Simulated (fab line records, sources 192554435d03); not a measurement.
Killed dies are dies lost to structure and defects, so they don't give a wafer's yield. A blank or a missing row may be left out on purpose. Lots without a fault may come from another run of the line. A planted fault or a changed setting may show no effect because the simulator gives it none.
Split-lot experiment | flow n5_finfet | 7 lots, 21 wafers read, on a route of 1938 steps

THE SPLIT
At N5_BEOL_M14_DEP_53 (deposits SiCN from 3MS/NH3, target thk 50 nm, time 17.8 s), the setting time_s was moved away from the recipe's 17.8 s on 5 of the 21 wafers read, by -6.5% to +13.5%. The other wafers ran this setting at the recipe's value.

The reading is taken at the split's own step.

THE READING
SiCN_of_BEOL_M14_DEP_53.thk_nm (the simulator's own value, which no gauge read), in nm, at N5_BEOL_M14_DEP_53 (deposits SiCN from 3MS/NH3, target thk 50 nm, time 17.8 s). The file gives no usual value for it. The 16 wafers here that ran the recipe average 49.9 nm, standard deviation 0.49 nm.

wafer  | tool, chamber at the split | time_s as run, s | against the recipe | SiCN_of_BEOL_M14_DEP_53.thk_nm, nm | against lot-mates on the recipe
L077.4 | pecvd-04, 1,0              | 17.8             | recipe             | 49.4                               | -
L077.5 | pecvd-04, 1,0              | 17.8             | recipe             | 49.4                               | -
L077.6 | pecvd-04, 2                | 17.8             | recipe             | 50.4                               | -
L076.3 | pecvd-03, 0                | 16.74            | -6.0%              | 46.8                               | -3.4
L076.4 | pecvd-03, 1                | 17.8             | recipe             | 50.2                               | -
L076.5 | pecvd-03, 2                | 16.74            | -6.0%              | 47                                 | -3.2
L083.1 | pecvd-04, 1                | 17.8             | recipe             | 48.6                               | -
L083.5 | pecvd-04, 0,2              | 17.8             | recipe             | 50.2                               | -
L083.6 | pecvd-04, 0,2              | 17.8             | recipe             | 50.2                               | -
L085.1 | pecvd-01, 1                | 17.8             | recipe             | 49.6                               | -
L085.2 | pecvd-01, 2                | 19.36            | +8.8%              | 54.8                               | +5.0
L085.4 | pecvd-01, 0                | 17.8             | recipe             | 50                                 | -
L088.1 | pecvd-04, 2,0              | 17.8             | recipe             | 50                                 | -
L088.3 | pecvd-04, 2,0              | 17.8             | recipe             | 50                                 | -
L088.2 | pecvd-04, 0                | 17.8             | recipe             | 49.4                               | -
L090.1 | pecvd-01, 1                | 17.8             | recipe             | 50.2                               | -
L090.2 | pecvd-01, 0                | 16.65            | -6.5%              | 46.6                               | -3.7
L090.3 | pecvd-01, 2                | 17.8             | recipe             | 50.4                               | -
L092.1 | pecvd-03, 1                | 20.21            | +13.5%             | 56.2                               | +5.9
L092.2 | pecvd-03, 2                | 17.8             | recipe             | 50                                 | -
L092.6 | pecvd-03, 2                | 17.8             | recipe             | 50.6                               | -
Where a row lists several chambers, the file gives one row for several wafers and doesn't say which wafer went through which chamber.

THE FIT
A straight line over all 21 wafers: SiCN_of_BEOL_M14_DEP_53.thk_nm changes by +0.497 nm for each +1% of time_s; r = +0.98; the points scatter about the line by 0.48 nm.
The same after taking each lot's own level away (the mean of its wafers on the recipe; 21 wafers): +0.502 nm for each +1%; r = +0.98; scatter 0.48 nm.
On that fit, the largest move of time_s shifts the reading by 6.8 nm.
The lots' own levels span 49.67 to 50.30 nm, that is 1.3 times the standard deviation above.
So the lot-to-lot level changes the slope little: the two slopes agree.
Check: with one of the wafers moved furthest among these (+13.5%) left out of the fit, the line predicts +7.66 nm for it against its lot-mates. It came out at +5.9 nm against them.

OTHER SPLITS ON THESE WAFERS
These wafers also went through other splits before the reading. Each is held against what the fit with the lots' levels taken away leaves over:
other split on the same wafers    | wafers away from the commonest value | r with SiCN_of_BEOL_M14_DEP_53.thk_nm (lot level and that fit taken away)
N5_BEOL_M11_EXPOSE_25 dose_mj     | 5                                    | +0.13
N5_BEOL_M11_ETCH_66 time_s        | 2                                    | +0.32
N5_BEOL_M12_CMP_49 down_force_psi | 8                                    | -0.03
N5_BEOL_M13_COAT_04 spin_rpm      | 11                                   | -0.22
N5_BEOL_M14_ILD_DEP_00 time_s     | 10                                   | +0.05

THE FILE'S OWN FIT
SiCN_of_BEOL_M14_DEP_53.thk_nm changes by +0.496 nm for each +1% of time_s, r = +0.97.
